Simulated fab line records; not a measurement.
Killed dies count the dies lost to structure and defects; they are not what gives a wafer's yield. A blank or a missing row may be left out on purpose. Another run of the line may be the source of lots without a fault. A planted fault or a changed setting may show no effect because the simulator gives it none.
fab line records -- flow nand-harc
record lots=5, wafers=15, last-day=34
route steps=1302 shown P_STI@76 END@1302
lots that met no fault: from a run of the same line without faults
start-h: hours from the record's first day to the start of the lot's first wafer shown -- wait-h: hours elapsed since this lot's preceding step -- " repeats the value in the row above -- L1.1+2: a row that stands for several wafers -- - value missing, or start not given -- * or withheld: withheld -- < > ~ a bound
route shown NAME@n: NAME is a module with steps in the file, n the number in the route of the first one -- usual: mean/standard deviation of fault-free wafers -- same: alike in all rows -- chamber/n: place in a boat -- sites: per-site readings -- _std_site: the values' standard deviation -- _edge_site: inner sites' mean taken away from outer sites' mean -- radius-mm: for every site, how far away it sits from the centre of the wafer -- mask NAME#n: copy n -- behind: the tool/chamber that last shaped the wafer -- hold: the reason the lot was held/the length of the hold in hours/how it ended -- device: transistor that didn't switch, given as n, p or np -- end of line: the tests these same wafers got at the end of their route -- where a step has no rows: the recipe by itself -- killed: count of dies lost to structure and defects at first sort (not the wafer's yield) -- map: dies across one wafer; x = killed, . = not, _ = none there
set.NAME: the setting as run; set.NAME@STEP: as run at that earlier step -- model.NAME: the simulator's own value behind a step, which no gauge read
lots seen at some steps along the route; tables by step, rows by wafer
services: when a tool's chamber went out of use (start-h, in hours from the record's first day, below 0 if earlier), for how many hours, and the reason
## steps
# step NHARC_P_STI_COAT_41
# recipe temp-c=200, time-s=65
# step NHARC_P_STI_COAT_03
# recipe spin-rpm=2000, resist-thk-nm=600
# step NHARC_P_STI_SOFTBAKE_04
# recipe temp-c=125, time-s=70
# step NHARC_P_STI_EBR_05
# step NHARC_P_STI_EXPOSE_06
# recipe na=0.55, target-cd-nm=200, dose-mj=37.69, mask-id=P_STI
# step NHARC_P_STI_PEB_07
# recipe peb-temp-c=128, peb-time-s=80
# step NHARC_P_STI_DEVELOP_08
# recipe time-s=50, dev-temp-c=22
# step NHARC_P_STI_CD_MEAS_09
# recipe target-cd-nm=200, landing-energy-ev=500
# usual cd-nm=199.7/2.2
lot.wafer,tool,chamber,start-h,wait-h,cd-nm
L117.1,cd-sem-03,0,44.38,-,197.5
L117.3,cd-sem-03,0,44.38,-,201.0
L117.6,cd-sem-03,0,44.38,-,201.4
L122.1,cd-sem-02,0,96.63,-,199.2
L122.3,cd-sem-02,0,96.63,-,200.3
L122.5,cd-sem-02,0,96.63,-,200.7
L125.1,cd-sem-01,0,128.53,-,201.4
L125.3,cd-sem-01,0,128.53,-,203.9
L125.4,cd-sem-01,0,128.53,-,198.6
L134.1,cd-sem-01,0,214.79,-,202.2
L134.4,cd-sem-01,0,214.79,-,198.3
L134.5,cd-sem-01,0,214.79,-,201.4
L139.2,cd-sem-03,0,267.14,-,195.3
L139.5,cd-sem-03,0,267.14,-,201.3
L139.6,cd-sem-03,0,267.14,-,196.4
# step NHARC_P_STI_OVL_MEAS_10
# usual overlay-x-nm=1/5.7, overlay-y-nm=0/5.9
lot.wafer,tool,chamber,start-h,wait-h,overlay-x-nm,overlay-y-nm
L117.1,overlay-01,-,44.46,-,0,-4
L117.3,overlay-01,-,44.46,-,-2,-4
L117.6,overlay-01,-,44.46,-,-1,-4
L122.1,overlay-02,-,96.71,-,-7,9
L122.3,overlay-02,-,96.71,-,-6,10
L122.5,overlay-02,-,96.71,-,-7,9
L125.1,overlay-01,-,128.61,-,-3,2
L125.3,overlay-01,-,128.61,-,-3,2
L125.4,overlay-01,-,128.61,-,-3,2
L134.1,overlay-01,-,214.88,-,0,-3
L134.4,overlay-01,-,214.88,-,-1,-3
L134.5,overlay-01,-,214.88,-,-1,-2
L139.2,overlay-01,-,267.23,-,-7,1
L139.5,overlay-01,-,267.23,-,-7,1
L139.6,overlay-01,-,267.23,-,-8,1
# step NHARC_P_STI_INSPECT_11
# usual raw-defect-count=5.6/2.4
lot.wafer,tool,chamber,start-h,wait-h,raw-defect-count
L117.1,defect-inspect-01,-,44.50,0.0,4
L117.3,defect-inspect-01,-,44.50,0.0,11
L117.6,defect-inspect-01,-,44.50,0.0,5
L122.1,defect-inspect-01,-,96.75,0.0,6
L122.3,defect-inspect-01,-,96.75,0.0,4
L122.5,defect-inspect-01,-,96.75,0.0,2
L125.1,defect-inspect-02,-,128.65,0.0,6
L125.3,defect-inspect-02,-,128.65,0.0,5
L125.4,defect-inspect-02,-,128.65,0.0,1
L134.1,defect-inspect-01,-,214.91,0.0,7
L134.4,defect-inspect-01,-,214.91,0.0,7
L134.5,defect-inspect-01,-,214.91,0.0,5
L139.2,defect-inspect-01,-,267.27,0.0,5
L139.5,defect-inspect-01,-,267.27,0.0,8
L139.6,defect-inspect-01,-,267.27,0.0,3
# step NHARC_P_STI_HARDBAKE_13
# recipe temp-c=118, time-s=65
# step NHARC_P_STI_DESCUM_14
# recipe time-s=3, o2-flow-sccm=200, ar-flow-sccm=0, bias-power-w=0, chemistry=O2
# usual drypump-motor-current-A=5.9/0.44, oes-product-au=1.001/0.01, rf-vpp-V=58.0/0.83, showerhead-plenum-p-Torr=1.96/0.067, throttle-valve-pct=11.310/0.0097
lot.wafer,tool,chamber,start-h,wait-h,drypump-motor-current-A,oes-product-au,rf-hours-counter-h,rf-vpp-V,showerhead-plenum-p-Torr,throttle-valve-pct
L117.1,rie-diel-06,1,44.64,-,6.2,1.017,3,57.6,1.98,11.308
L117.3,rie-diel-06,3,44.64,-,5.8,0.989,3,59.2,1.97,11.309
L117.6,rie-diel-06,1,44.64,-,6.2,1.003,-,58.2,1.98,11.314
L122.3,rie-diel-07,2,96.89,-,5.0,1.003,10,57.4,2.06,11.306
L122.1,rie-diel-07,3,96.89,-,6.2,1.004,10,59.5,2.02,11.315
L122.5,rie-diel-07,2,96.89,-,5.0,1.000,-,59.1,2.06,11.304
L125.1,rie-diel-06,1,128.78,-,6.2,1.008,8,56.8,1.98,11.317
L125.3,rie-diel-06,3,128.78,-,5.8,0.993,7,58.4,1.97,11.313
L125.4,rie-diel-06,1,128.78,-,6.2,1.010,-,58.5,1.98,11.315
L134.4,rie-diel-10,2,215.07,-,5.6,0.984,12,58.7,1.99,11.302
L134.1,rie-diel-10,3,215.07,-,5.4,0.986,12,58.0,2.02,11.310
L134.5,rie-diel-10,0,215.07,-,6.5,0.996,-,57.3,1.87,11.304
L139.2,rie-diel-06,2,267.40,-,5.2,1.007,7,58.3,1.99,11.300
L139.5,rie-diel-06,2,267.40,-,5.2,1.015,-,58.3,1.99,11.299
L139.6,rie-diel-06,3,267.40,-,5.7,0.992,-,58.0,1.97,11.303
# step NHARC_P_STI_ETCH_42
# recipe target-depth-a=800, overetch-a=240, time-s=61, ion-energy-ev=200, n2-flow-sccm=150, h2-flow-sccm=150, ar-flow-sccm=0, rf-w=400, bias-w=150, chemistry=N2/H2
# usual drypump-motor-current-A=5.9/0.43, oes-product-au=1.000/0.01, rf-fwd-power-W=396.8/1.3, rf-vpp-V=432.1/2, run-length-s=82.4/0.63, showerhead-plenum-p-Torr=2.09/0.071, throttle-valve-pct=14.171/0.0092
lot.wafer,tool,chamber,start-h,wait-h,drypump-motor-current-A,oes-product-au,rf-fwd-power-W,rf-hours-counter-h,rf-vpp-V,run-length-s,showerhead-plenum-p-Torr,throttle-valve-pct
L117.1,rie-diel-06,0,44.72,0.1,6.3,1.018,397.3,3,432.9,83.1,2.11,14.150
L117.3,rie-diel-06,2,44.72,0.1,5.2,1.011,398.3,3,433.8,82.0,2.12,14.175
L117.6,rie-diel-06,0,44.72,0.1,6.3,1.017,396.0,-,433.2,83.0,2.11,14.172
L122.3,rie-diel-07,3,96.98,0.1,6.2,0.984,395.1,10,432.7,81.4,2.15,14.177
L122.1,rie-diel-07,0,96.98,0.1,6.0,1.003,396.4,9,431.3,82.3,2.09,14.152
L122.5,rie-diel-07,2,96.98,0.1,5.0,1.005,397.8,-,434.3,82.7,2.20,14.164
L125.3,rie-diel-06,2,128.90,0.1,5.2,1.015,-,7,432.4,66.5,2.12,14.189
L125.1,rie-diel-06,3,128.90,0.1,5.7,0.972,395.9,7,431.6,82.8,2.10,14.181
L125.4,rie-diel-06,3,128.90,0.1,5.7,0.985,398.2,-,432.7,83.2,2.10,14.169
L134.4,rie-diel-10,0,215.14,0.1,6.5,0.999,395.5,12,429.5,82.7,2.00,14.180
L134.1,rie-diel-10,1,215.14,0.1,5.9,0.990,397.8,12,427.1,82.8,1.90,14.174
L134.5,rie-diel-10,3,215.14,0.1,5.4,1.003,398.1,-,434.2,82.1,2.15,14.161
L139.2,rie-diel-06,3,267.49,0.1,5.8,0.994,395.3,6,431.5,82.9,2.10,14.167
L139.6,rie-diel-06,2,267.49,0.1,5.2,1.002,397.6,-,434.3,81.5,2.12,14.163
L139.5,rie-diel-06,3,267.49,0.1,5.7,0.996,395.7,-,432.0,83.2,2.10,14.172
# step NHARC_P_STI_ETCH_31
# recipe target-depth-a=1089, time-s=54.5, cf4-flow-sccm=100, chf3-flow-sccm=30, ar-flow-sccm=0, rf-w=500, bias-w=200, chemistry=CF4/CHF3
# usual drypump-motor-current-A=5.8/0.42, oes-product-au=0.962/0.016, rf-fwd-power-W=495.7/1.7, rf-vpp-V=372.1/1.8, run-length-s=75.9/0.61, showerhead-plenum-p-Torr=1.62/0.048, throttle-valve-pct=16.802/0.0086
lot.wafer,tool,chamber,start-h,wait-h,drypump-motor-current-A,oes-product-au,rf-fwd-power-W,rf-hours-counter-h,rf-vpp-V,run-length-s,showerhead-plenum-p-Torr,throttle-valve-pct
L117.1,rie-diel-06,1,-,-,6.2,0.940,494.3,3,371.6,75.6,1.63,16.789
L117.3,rie-diel-06,3,-,-,5.8,0.929,496.6,3,373.2,76.3,1.62,16.804
L117.6,rie-diel-06,1,-,-,6.2,0.940,494.4,-,372.7,75.4,1.63,16.798
L122.1,rie-diel-07,3,-,-,6.2,0.918,494.5,10,372.6,74.9,1.65,16.811
L122.3,rie-diel-07,0,-,-,6.0,0.924,492.8,9,371.4,75.7,1.61,16.805
L122.5,rie-diel-07,1,-,-,5.7,0.934,496.6,-,372.2,76.8,1.63,16.796
L125.1,rie-diel-06,3,-,-,5.8,0.947,498.1,7,373.6,76.4,1.62,16.816
L125.3,rie-diel-06,2,-,-,5.2,0.968,496.6,7,371.6,75.4,1.63,16.802
L125.4,rie-diel-06,3,-,-,5.7,0.950,497.8,-,371.3,76.4,1.62,16.815
L134.1,rie-diel-10,3,-,-,5.4,0.977,496.1,12,374.9,75.7,1.65,16.798
L134.4,rie-diel-10,1,-,-,5.9,0.951,495.1,12,368.7,76.5,1.47,16.793
L134.5,rie-diel-10,3,-,-,5.4,0.974,495.2,-,373.8,75.9,1.65,16.797
L139.2,rie-diel-06,3,-,-,5.7,0.933,492.9,6,371.6,76.5,1.62,16.814
L139.6,rie-diel-06,0,-,-,6.2,0.962,498.9,-,372.7,76.4,1.62,16.804
L139.5,rie-diel-06,1,-,-,6.2,0.939,496.3,-,371.5,75.8,1.63,16.806
# step NHARC_END_SORT_01
# recipe temp-c=25
# usual killed-at-array=52/17, killed-at-other=0.9/1.2, killed-at-periphery=3.9/2.7, killed-dies=57/16, killed-open=3.3/1.9, killed-short=2.5/1.5
# same gross-dies=677
lot.wafer,tool,chamber,start-h,wait-h,killed-at-array,killed-at-other,killed-at-periphery,killed-dies,killed-open,killed-short
L122.3,prober-01,0,639.03,3.1,23,0,1,24,1,3
L122.5,prober-01,0,640.65,3.7,25,3,2,30,5,1
# killed by level:class
L122.3 A_CHANNEL_HOLE_D2:chamber-film-flake=10 A_WL_FILL:chamber-film-flake=3 A_CONTACT:chamber-film-flake=3 A_ONON_D2:geometric-particle:short=2 A_CHANNEL_HOLE_D1:chamber-film-flake=2 P_M0:geometric-particle:short=1 A_CHANNEL_FILL_D2:geometric-particle:open=1 A_CHANNEL_FILL_D2:chamber-film-flake=1
L122.5 A_CHANNEL_HOLE_D2:chamber-film-flake=8 A_CONTACT:chamber-film-flake=6 A_CHANNEL_HOLE_D1:chamber-film-flake=2 A_STAIRCASE:chamber-film-flake=2 A_WL_FILL:chamber-film-flake=2 THIN_TSV:chamber-film-flake=2 P_M0:geometric-particle:open=1 A_ONON_D2:geometric-particle:open=1
## services
tool,chamber,start-h,hours,kind
rie-diel-07,-,25.14,0.4,repair
rie-diel-06,0,35.70,-,clean
rie-diel-06,1,35.70,-,clean
rie-diel-06,2,35.70,-,clean
rie-diel-06,3,35.70,-,clean
rie-diel-10,2,38.74,32.6,repair
rie-diel-10,3,49.16,2.0,repair
rie-diel-06,0,60.20,-,clean
rie-diel-06,1,60.20,-,clean
rie-diel-06,2,60.20,-,clean
rie-diel-06,3,60.20,-,clean
rie-diel-10,-,65.65,9.0,pm
rie-diel-06,2,84.06,2.9,repair
rie-diel-10,1,101.33,2.2,repair
rie-diel-07,3,104.10,12.1,repair
rie-diel-10,0,116.01,4.0,repair
rie-diel-07,-,117.22,9.0,pm
rie-diel-06,0,124.73,10.0,repair
rie-diel-06,-,130.20,9.0,pm
rie-diel-10,-,171.78,0.4,repair
rie-diel-06,-,210.26,0.9,repair
rie-diel-07,1,237.54,1.3,repair
rie-diel-10,-,242.65,9.0,pm
rie-diel-06,1,253.53,1.3,repair
## key
first-sign step=NHARC_P_STI_ETCH_42, reading=run-length-s, direction=down, sigmas=25, usual=*, struck=*
effect none on later readings
met-at NHARC_P_STI_ETCH_42
struck-wafers L125.3
tester-left-out L125
onset-between 44.72 128.90
fault kind=process-parameter-drift, tool=rie-diel-06, chamber=2, onset-h=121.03, steps=NHARC_P_STI_ETCH_42, channel=time-s, offset=*, shape=step, end-h=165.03, acts-in=*, stated=*
# tester-left-out: of these lots the tester's yield and bins aren't shown, on N5 and GAA mostly nor the transistor test; their killed dies are dies lost to structure and defects alone, not to doping, threshold or leakage, so they don't give the yield
